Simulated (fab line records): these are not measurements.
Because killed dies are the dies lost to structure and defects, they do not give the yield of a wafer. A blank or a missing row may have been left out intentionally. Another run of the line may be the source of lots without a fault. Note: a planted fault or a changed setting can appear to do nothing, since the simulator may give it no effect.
fab line records	flow n5Finfet
record lots=10	wafers=29	lastDay=18
route steps=1938 shown BEOL_M3@956 BEOL_M4@1111
lots that met no fault: taken from a fault-free run of the same line
startH: start of the lot's first displayed wafer, in hours after the record's first day	waitH: time in hours since the lot's previous step	" same as the row above	L1.1+2: several wafers, shown together as one row	- no value, or no start was given	* or withheld: withheld	< > ~ a bound
route shown NAME@n: NAME is a module with steps in the file, n the number in the route of the first one	usual: mean/standard deviation of fault-free wafers	same: alike in all rows	chamber/n: place in a boat	sites: each site's reading	_std_site: standard deviation of those values	_edge_site: inner sites' mean taken away from outer sites' mean	radiusMm: how far each site lies from the wafer's centre	mask NAME#n: copy n	behind: the tool/chamber that last shaped the wafer	hold: what put the lot on hold/how long, in hours/how the hold closed	device: which transistor (n, p or np) failed to switch	end of line: the route-end tests of the same wafers	where a step has no rows: the recipe by itself	killed: dies lost to structure and defects at the first sort, not the wafer's yield	map: dies across one wafer; x = killed, . = not, _ = none there
set.NAME: setting as actually run; set.NAME@STEP: the setting as run at that earlier step	model.NAME: the simulator's own value behind a step, which no gauge read
steps of the route over a sample of lots; a table a step, a row a wafer
services: a tool's chamber out of use, with start hour (startH, from the record's first day; less than 0 if before it), hours out, and reason
## steps
# step N5_BEOL_M3_CD_MEAS_18
# recipe pitchNm=36	targetCdNm=18
# usual cdNm=18.0/0.33
lot.wafer	tool	chamber	startH	waitH	cdNm
L734.2	cdSem-01	-	183.26	0.1	17.6
L734.6	"	-	"	"	17.7
L735.3	cdSem-03	-	198.97	0.1	17.5
L735.4	"	-	"	"	17.8
L735.5	"	-	"	"	18.3
L738.1	cdSem-02	-	206.64	0.0	18.5
L738.3	"	-	"	"	18.0
L738.5	"	-	"	"	18.1
L741.1	cdSem-01	-	211.65	0.0	18.3
L741.2	"	-	"	"	18.1
L741.6	"	-	"	"	18.3
L743.3	cdSem-01	-	218.75	0.1	18.6
L743.4	"	-	"	"	17.4
L743.5	"	-	"	"	17.8
L747.1	cdSem-02	-	263.69	0.0	17.7
L747.2	"	-	"	"	17.8
L747.3	"	-	"	"	17.8
L750.1	cdSem-01	-	276.47	0.0	18.0
L750.5	"	-	"	"	18.3
L750.6	"	-	"	"	18.3
L751.2	cdSem-01	-	279.65	0.1	18.6
L751.3	"	-	"	"	18.2
L751.4	"	-	"	"	18.5
L753.2	cdSem-01	-	283.45	0.1	18.1
L753.4	"	-	"	"	17.8
L753.5	"	-	"	"	18.2
L752.1	cdSem-03	-	290.62	0.0	18.3
L752.2	"	-	"	"	18.2
L752.4	"	-	"	"	18.3
# step N5_BEOL_M3_OVL_MEAS_29
# recipe pointsPerWafer=522
# usual V2_OVL=0.2/0.69
lot.wafer	tool	chamber	startH	waitH	V2_OVL[nm]
L734.2	overlay-01	0	183.74	0.0	0.4
L734.6	"	0	"	"	-0.4
L735.3	overlay-01	0	199.45	0.0	0.9
L735.4	"	0	"	"	-0.2
L735.5	"	0	"	"	0.6
L738.1	overlay-02	0	207.11	0.0	2.1
L738.3	"	0	"	"	1.2
L738.5	"	0	"	"	1.8
L741.1	overlay-02	0	212.12	0.0	0.1
L741.2	"	0	"	"	-0.5
L741.6	"	0	"	"	0.4
L743.3	overlay-02	0	219.24	0.0	0.0
L743.4	"	0	"	"	-0.8
L743.5	"	0	"	"	-0.6
L747.1	overlay-02	0	264.05	0.0	0.7
L747.2	"	0	"	"	0.4
L747.3	"	0	"	"	1.2
L750.1	overlay-02	0	276.95	0.0	0.2
L750.5	"	0	"	"	0.2
L750.6	"	0	"	"	1.4
L751.2	overlay-02	0	280.13	0.0	0.9
L751.3	"	0	"	"	-0.3
L751.4	"	0	"	"	0.6
L753.2	overlay-01	0	283.80	0.0	-0.4
L753.4	"	0	"	"	0.5
L753.5	"	0	"	"	0.4
L752.1	overlay-01	0	290.97	0.0	-0.1
L752.2	"	0	"	"	-0.7
L752.4	"	0	"	"	-0.1
# step N5_BEOL_M3_TRENCH_ETCH_37
# recipe chemistry=C4F6/O2	targetDepthA=555.55	target=SiOC	timeS=29.2	ionEnergyEv=250	pressureMtorr=30	sourceW=355	biasW=185	Ar_flow_sccm=300	C4F6_flow_sccm=10	O2_flow_sccm=10
# usual O2_flow_sccm=10.01/0.034	drypumpMotorCurrentA=5.7/0.34	oes_f_703_au=0.79/0.091	oesProductAu=0.79/0.094	rfFwdPowerW=350.7/1.6	rfVppV=664/14	showerheadPlenumPTorr=2.86/0.085	throttleValvePct=20.78/0.3
lot.wafer	tool	chamber	startH	waitH	O2_flow_sccm	drypumpMotorCurrentA	oes_f_703_au	oesProductAu	rfFwdPowerW	rfHoursCounterH	rfVppV	showerheadPlenumPTorr	throttleValvePct
L734.2	rieDiel-01	2	191.62	-	9.96	5.4	0.68	0.68	351.1	244	678	2.82	21.42
L734.6	"	1	"	"	10.03	5.5	0.75	0.74	349.6	-	676	2.82	20.72
L735.3	rieDiel-04	0	202.35	-	10.05	5.6	0.69	0.69	348.0	252	646	2.93	21.06
L735.4	"	1	"	"	10.03	6.3	0.70	0.69	350.8	-	689	2.92	21.03
L735.5	"	0	"	"	10.04	5.6	0.69	0.69	346.8	-	644	2.93	21.07
L738.1	rieDiel-04	3	208.87	-	10.02	5.9	0.95	0.96	350.9	0	669	2.92	20.73
L738.3	"	2	"	"	9.94	6.2	0.88	0.86	351.7	34	669	2.77	20.17
L738.5	"	3	"	"	10.03	5.9	0.96	0.96	348.3	-	668	2.93	20.72
L741.1	rieDiel-05	0	213.17	-	9.99	5.4	0.89	0.87	345.5	32	660	3.05	20.94
L741.2	"	1	"	"	9.95	5.2	0.77	0.74	351.9	153	654	2.85	20.59
L741.6	"	3	"	"	10.00	5.6	0.65	0.67	351.9	-	659	2.84	21.05
L743.3	rieDiel-01	1	224.89	-	10.00	5.5	0.75	0.73	350.5	184	676	2.82	20.73
L743.4	"	2	"	"	10.03	5.4	0.66	0.67	349.9	254	677	2.82	21.44
L743.5	"	0	"	"	10.01	5.3	0.84	0.82	351.4	-	645	2.89	20.85
L747.1	rieDiel-04	0	266.78	-	9.99	5.7	0.61	0.77	136.1	12	771	2.93	20.67
L747.2	"	3	"	"	9.94	5.9	0.58	0.73	137.9	21	796	2.92	20.74
L747.3	"	2	"	"	9.96	6.2	0.54	0.69	138.9	55	805	2.76	20.21
L750.1	rieDiel-04	2	278.05	-	10.04	6.2	0.54	0.69	139.6	59	806	2.76	20.20
L750.5	"	2	"	"	10.04	6.2	0.54	0.69	139.0	-	807	2.76	20.19
L750.6	"	3	"	"	9.98	5.9	0.58	0.73	137.2	-	795	2.91	20.73
L751.2	rieDiel-04	0	284.14	-	10.04	5.7	0.60	0.75	136.2	20	772	2.92	20.67
L751.3	"	2	"	"	10.01	6.2	0.53	0.69	136.6	62	807	2.75	20.19
L751.4	"	3	"	"	9.98	5.9	0.57	0.71	138.2	-	796	2.91	20.74
L753.2	rieDiel-01	0	287.66	-	9.99	5.3	0.82	0.78	351.5	-	644	2.87	20.90
L753.4	"	0	"	"	10.04	5.3	0.81	0.79	351.6	-	645	2.87	20.91
L753.5	"	0	"	"	10.02	5.3	0.81	0.78	350.4	-	645	2.87	20.90
L752.1	rieDiel-01	2	298.75	-	9.97	5.4	0.97	0.98	351.5	0	677	2.82	21.03
L752.2	"	0	"	"	9.98	5.3	0.81	0.79	350.3	102	644	2.87	20.89
L752.4	"	1	"	"	10.02	5.5	0.73	0.71	351.4	208	675	2.81	20.77
# step N5_BEOL_M3_OCD_MEAS_38
# usual trenchDepthNm=55.2/1
lot.wafer	tool	chamber	startH	waitH	trenchDepthNm
L734.2	ocd-02	-	191.77	-	55.0
L734.6	"	-	"	"	55.2
L735.3	ocd-02	-	202.50	-	54.5
L735.4	"	-	"	"	55.4
L735.5	"	-	"	"	54.0
L738.1	ocd-02	-	209.02	-	54.2
L738.3	"	-	"	"	55.8
L738.5	"	-	"	"	53.9
L741.1	ocd-02	-	213.32	-	54.6
L741.2	"	-	"	"	54.4
L741.6	"	-	"	"	53.9
L743.3	ocd-02	-	225.06	-	55.6
L743.4	"	-	"	"	54.5
L743.5	"	-	"	"	56.0
L747.1	ocd-02	-	266.95	-	39.3
L747.2	"	-	"	"	38.7
L747.3	"	-	"	"	40.3
L750.1	ocd-02	-	278.20	-	39.6
L750.5	"	-	"	"	40.0
L750.6	"	-	"	"	38.7
L751.2	ocd-02	-	284.29	-	39.6
L751.3	"	-	"	"	39.4
L751.4	"	-	"	"	37.7
L753.2	ocd-02	-	288.04	-	55.0
L753.4	"	-	"	"	55.8
L753.5	"	-	"	"	54.5
L752.1	ocd-02	-	298.90	-	54.5
L752.2	"	-	"	"	55.5
L752.4	"	-	"	"	54.8
# step N5_BEOL_M3_CD_MEAS_35
# recipe targetCdNm=18	targetCdYNm=21	polarity=opening
# usual cdNm=18.1/0.35
lot.wafer	tool	chamber	startH	waitH	cdNm
L734.2	cdSem-02	-	191.93	0.0	18.0
L734.6	"	-	"	"	18.4
L735.3	cdSem-03	-	202.65	0.0	18.0
L735.4	"	-	"	"	17.7
L735.5	"	-	"	"	18.3
L738.1	cdSem-03	-	209.17	0.0	18.5
L738.3	"	-	"	"	17.9
L738.5	"	-	"	"	18.1
L741.1	cdSem-02	-	213.47	0.0	18.4
L741.2	"	-	"	"	18.5
L741.6	"	-	"	"	18.5
L743.3	cdSem-01	-	225.21	0.0	18.2
L743.4	"	-	"	"	17.7
L743.5	"	-	"	"	17.8
L747.1	cdSem-03	-	267.10	0.0	17.8
L747.2	"	-	"	"	18.1
L747.3	"	-	"	"	17.1
L750.1	cdSem-02	-	278.37	0.0	18.0
L750.5	"	-	"	"	17.7
L750.6	"	-	"	"	17.9
L751.2	cdSem-02	-	284.44	0.0	17.8
L751.3	"	-	"	"	17.6
L751.4	"	-	"	"	18.2
L753.2	cdSem-03	-	288.20	0.0	17.5
L753.4	"	-	"	"	17.6
L753.5	"	-	"	"	18.0
L752.1	cdSem-02	-	299.05	0.0	18.0
L752.2	"	-	"	"	18.1
L752.4	"	-	"	"	18.2
# step N5_BEOL_M4_RC_MEAS_101
# usual DIBL_N=36.0/1.9	DIBL_P=36.0/2.1	IOFF_N=0.155/0.029	IOFF_P=0.20/0.032	ION_N=672/11	ION_P=461/6.9	SS_N=71.5/0.58	SS_P=73.2/0.64	VT_N=250.4/2.9	VT_P=-251.0/2.8
lot.wafer	tool	chamber	startH	waitH	DIBL_N[mV/V]	DIBL_P[mV/V]	IOFF_N[nA/um]	IOFF_P[nA/um]	ION_N[uA/um]	ION_P[uA/um]	SS_N[mV/dec]	SS_P[mV/dec]	VT_N[mV]	VT_P[mV]
L734.2	prober-01	0	210.12	0.2	34.8	34.1	0.124	0.19	666	460	71.1	72.9	252.0	-249.1
L734.6	"	0	"	"	36.1	35.2	0.143	0.20	660	460	71.8	73.1	251.5	-249.3
L735.3	prober-02	0	214.62	0.3	40.6	39.6	0.218	0.27	676	465	72.8	74.5	248.8	-248.0
L735.4	"	0	"	"	39.2	39.2	0.194	0.25	686	466	72.2	74.2	246.9	-246.9
L735.5	"	0	"	"	41.7	41.4	0.236	0.30	678	467	72.6	74.4	246.5	-246.9
L738.1	prober-01	0	227.73	0.0	38.1	38.0	0.178	0.22	688	468	71.8	73.3	247.4	-249.7
L738.3	"	0	"	"	35.3	34.2	0.125	0.17	671	459	71.0	72.6	253.8	-253.8
L738.5	"	0	"	"	37.7	37.6	0.177	0.21	690	464	71.1	73.1	247.6	-250.1
L741.1	prober-01	0	237.95	0.0	35.5	34.8	0.148	0.20	677	465	71.8	72.5	250.3	-251.6
L741.2	"	0	"	"	37.3	36.5	0.174	0.22	681	468	71.6	73.5	250.7	-251.2
L741.6	"	0	"	"	35.1	34.4	0.130	0.19	656	456	71.6	72.4	255.0	-252.9
L743.3	prober-01	0	246.81	0.3	35.9	36.1	0.174	0.21	683	463	71.9	73.4	245.5	-251.0
L743.4	"	0	"	"	34.2	34.0	0.141	0.17	652	451	71.5	73.0	252.5	-252.2
L743.5	"	0	"	"	37.2	36.8	0.195	0.22	689	462	72.0	74.3	247.2	-251.3
L747.1	prober-01	0	285.18	0.0	35.9	37.6	0.158	0.19	682	463	71.7	73.3	251.3	-253.3
L747.2	"	0	"	"	37.4	38.4	0.185	0.20	674	457	71.9	74.1	250.6	-255.3
L747.3	"	0	"	"	35.4	37.0	0.133	0.17	658	456	71.7	73.5	255.4	-255.4
L750.1	prober-02	0	303.98	0.0	38.0	36.8	0.169	0.22	676	469	72.0	73.9	249.1	-247.3
L750.5	"	0	"	"	36.2	35.3	0.148	0.20	673	462	70.9	73.6	250.4	-249.4
L750.6	"	0	"	"	38.5	37.9	0.187	0.23	679	460	71.9	74.0	246.4	-247.4
L753.2	prober-01	0	311.51	0.2	37.5	36.0	0.179	0.23	672	465	71.6	73.9	248.6	-246.8
L753.4	"	0	"	"	35.8	34.7	0.147	0.20	678	460	71.1	72.9	251.6	-250.3
L753.5	"	0	"	"	38.0	36.4	0.173	0.24	657	450	71.5	73.8	248.6	-252.1
L751.2	prober-02	0	312.04	0.2	33.6	33.1	0.130	0.18	675	467	71.5	72.1	250.5	-250.3
L751.3	"	0	"	"	32.7	32.2	0.124	0.17	673	464	70.7	72.4	255.6	-251.7
L751.4	"	0	"	"	34.6	33.9	0.132	0.19	656	457	70.9	72.7	253.0	-251.1
L752.1	prober-01	0	313.78	0.0	34.4	35.1	0.149	0.19	682	466	71.6	73.0	252.9	-249.1
L752.2	"	0	"	"	33.3	33.1	0.118	0.15	661	450	71.0	72.6	255.5	-255.7
L752.4	"	0	"	"	32.8	33.0	0.119	0.16	674	462	70.4	72.9	251.2	-253.9
## services
tool	chamber	startH	hours	kind
rieDiel-04	3	184.80	-	clean
rieDiel-04	3	184.80	-	consumableReplace:focusRing
rieDiel-04	3	184.80	21.8	scheduledDown
rieDiel-04	3	184.80	21.8	ventCycle
rieDiel-05	3	190.29	7.9	repair
rieDiel-01	1	194.00	11.3	repair
rieDiel-01	0	197.51	3.7	repair
rieDiel-04	0	206.61	-	clean
rieDiel-04	0	206.61	-	consumableReplace:focusRing
rieDiel-04	0	206.61	19.9	scheduledDown
rieDiel-04	0	206.61	19.9	ventCycle
rieDiel-01	3	226.04	5.8	repair
rieDiel-01	2	236.17	32.3	repair
rieDiel-01	-	236.82	0.8	repair
rieDiel-04	1	253.83	13.9	repair
rieDiel-01	2	268.72	-	clean
rieDiel-04	1	274.71	-	clean
rieDiel-04	1	274.71	-	consumableReplace:focusRing
rieDiel-04	1	274.71	15.4	scheduledDown
rieDiel-04	1	274.71	15.4	ventCycle
rieDiel-01	1	279.30	8.4	repair
rieDiel-01	3	286.15	4.1	repair
rieDiel-04	3	287.19	4.6	repair
rieDiel-05	-	295.90	14.6	pm
## key
firstSign step=N5_BEOL_M3_TRENCH_ETCH_37	reading=rfFwdPowerW	direction=down	sigmas=99+	usual=*	struck=*
effect step=N5_BEOL_M3_TRENCH_ETCH_37	reading=rfVppV	direction=up	sigmas=9.6	usual=664	struck=795
effect step=N5_BEOL_M3_OCD_MEAS_38	reading=trenchDepthNm	direction=down	sigmas=15	usual=55.2	struck=39.3
metAt N5_BEOL_M3_TRENCH_ETCH_37
struckLots L747,L750,L751
notActingAt N5_BEOL_M3_CD_MEAS_18,N5_BEOL_M3_OVL_MEAS_29,N5_BEOL_M3_CD_MEAS_35
onsetBetween 208.87 266.78
fault kind=processParameterDrift	tool=rieDiel-04	chamber=-	onsetH=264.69	steps=N5_BEOL_M3_TRENCH_ETCH_37	channel=sourceW	offset=-213	shape=step	endH=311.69	actsIn=theseRecipesOnly	stated=355
